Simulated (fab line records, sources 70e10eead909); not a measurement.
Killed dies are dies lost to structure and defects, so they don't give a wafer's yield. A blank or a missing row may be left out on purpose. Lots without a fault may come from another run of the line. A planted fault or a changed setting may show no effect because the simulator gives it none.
A struck lot beside a sound one | flow nand_harc | 32 steps out of a route of 1159
Sound: wafers L287.1, L287.3, L287.4. Struck: wafer L297.6. (L297.1, L297.4 of the same lot were not struck and are left out.) The cause comes at the end.
At each step with rows: each side's tool, then ch and its chambers, then its first start. Under that, the readings that differ: sound wafers | struck wafers | difference of the means | sigmas: that difference in standard deviations of wafers without a fault.
alike: readings whose means differ by less than 2 such deviations, and words and numbers that are the same on both sides. not compared: withheld readings, readings that some wafer has no value for, bounds like >300 that may hide the same value, and numbers for which the record gives no deviation and whose values overlap.
The two part at a step that has a row with sigmas, a row that says differs or no value, or rows on one side only. Numbers that don't overlap but have no deviation are shown without sigmas and don't part them. A reading that every wafer of one side lacks parts them only if that side has two wafers or more.

NHARC_THIN_TSV_DEGAS_49: time 120 s.
  sound on pvd_sputter-03, day 18 19:19; struck on pvd_sputter-03, day 21 23:07
  alike: heater_power_w
then, 4 steps without rows for these wafers: NHARC_THIN_TSV_PRE_CLEAN_50 (time 30 s); NHARC_THIN_TSV_PVD_19 (deposits TaN, target thk 20 nm); NHARC_THIN_TSV_PVD_51 (deposits Cu, target thk 100 nm); NHARC_THIN_TSV_ECD_20 (material Cu, target thk 2000 nm).
NHARC_THIN_TSV_ANNEAL_52: time 90 s.
  sound on rtp_anneal-02 ch 0, day 18 20:34; struck on rtp_anneal-01 ch 0, day 22 00:23
  alike: wafer_temp_C_max
then, 2 steps without rows for these wafers: NHARC_THIN_TSV_CMP_21 (polishes, t overpolish 30 s, target thk 2000 nm); NHARC_THIN_TSV_SRD_23.
NHARC_THIN_TSV_DEGAS_53: time 60 s.
  sound on pvd_sputter-03, day 18 21:22; struck on pvd_sputter-03, day 22 01:13
  reading            | sound       | struck | difference | sigmas
  heater_power_w (W) | 423 456 471 | 581    | +131       | +3
NHARC_THIN_TSV_PRE_CLEAN_54: time 30 s.
  sound on pvd_sputter-03, day 18 21:26; struck on pvd_sputter-03, day 22 01:19
  alike: heater_power_w
then, 1 step without rows for these wafers: NHARC_THIN_TSV_PVD_55 (deposits TiN, target thk 50 nm).
NHARC_THIN_TSV_PVD_24: deposits Al, target thk 800 nm.
  sound on pvd_sputter-03, day 18 21:40; struck on pvd_sputter-03, day 22 01:43
then, 8 steps without rows for these wafers: NHARC_THIN_TSV_DEHYDRATE_25 (time 120 s); NHARC_THIN_TSV_HMDS_26 (time 30 s); NHARC_THIN_TSV_COAT_27; NHARC_THIN_TSV_SOFTBAKE_28 (time 95 s); NHARC_THIN_TSV_EBR_29; NHARC_THIN_TSV_EXPOSE_30 (exposes mask PAD); NHARC_THIN_TSV_PEB_31 (peb time 85 s); NHARC_THIN_TSV_DEVELOP_32 (time 70 s).
NHARC_THIN_TSV_CD_MEAS_33: target cd 5000 nm.
  sound on cd_sem-01 ch 0, day 18 22:30; struck on cd_sem-02 ch 0, day 22 02:22
  reading    | sound                | struck | difference | sigmas
  cd_nm (nm) | 4999.1 4998.5 4999.2 | 5002.2 | +3.3       | +2
then, 2 steps without rows for these wafers: NHARC_THIN_TSV_HARDBAKE_34 (time 80 s); NHARC_THIN_TSV_DESCUM_35 (chemistry O2, time 3 s).
NHARC_THIN_TSV_ETCH_59: etches the open film in Cl2/BCl3, target depth 880 nm, time 138.1 s.
  sound on rie_metal-03 ch 1, day 18 22:47; struck on rie_metal-03 ch 0, day 22 02:42
  alike: chamber_pressure_mTorr, drypump_motor_current_A, oes_product_au, throttle_valve_pct
  not compared: rf_hours_counter_h
then, 3 steps without rows for these wafers: NHARC_THIN_TSV_ETCH_36 (etches the open film in Cl2/BCl3, target depth 65 nm, time 18.571 s); NHARC_THIN_TSV_STRIP_56 (strips in O2); NHARC_THIN_TSV_STRIP_57 (strips in post etch residue remover, time 1200 s).
NHARC_THIN_TSV_CD_MEAS_37:
  sound on cd_sem-03, day 19 00:13; struck on cd_sem-02, day 22 03:50
  reading    | sound                | struck | difference | sigmas
  cd_nm (nm) | 4999.8 4997.1 4998.3 | 5003.3 | +4.9       | +3
then, 1 step without rows for these wafers: NHARC_THIN_TSV_ANNEAL_58 (time 1800 s).
NHARC_THIN_TSV_INSPECT_40:
  sound on defect_inspect-01, day 19 07:02; struck on defect_inspect-02, day 22 10:05
  alike: raw_defect_count
NHARC_END_WLT_00:
  the record has rows for the sound wafers here (prober-02, day 19 07:06) and none for the struck ones
NHARC_END_SORT_01:
  sound on prober-02 ch 0, day 19 10:08; struck on prober-02 ch 0, day 22 17:02
  reading                  | sound          | struck                   | difference                   | sigmas
  hold                     | - - -          | await_dispo/5.3h/release | no value on the sound wafers |
  defect_limited_yield (%) | 97.2 96.0 95.9 | 0                        | -96                          | -80
  killed_at_other          | 0 0 0          | 657                      | +657                         | +99 or more
  killed_dies              | 19 27 28       | 677                      | +652                         | +82
  killed_open              | 2 4 6          | 8                        | +4                           | +2
  sort_bin_3_pct (%)       | 0.30 0 0.30    | 96.90                    | +96.70                       | +99 or more
  sort_n_pass              | 658 650 649    | 0                        | -652                         | -82
  sort_rim_yield_pct (%)   | 97.2 95.3 99.1 | 0                        | -97                          | -36
  sort_yield_pct (%)       | 97.2 96.0 95.9 | 0                        | -96                          | -80
  alike: killed_at_array, killed_at_periphery, killed_short, sort_bin_2_pct, sort_bin_4_pct

WHERE THEY PART
First at NHARC_THIN_TSV_DEGAS_53; last, within this record, at NHARC_END_SORT_01.

WHY: what the simulator had put in
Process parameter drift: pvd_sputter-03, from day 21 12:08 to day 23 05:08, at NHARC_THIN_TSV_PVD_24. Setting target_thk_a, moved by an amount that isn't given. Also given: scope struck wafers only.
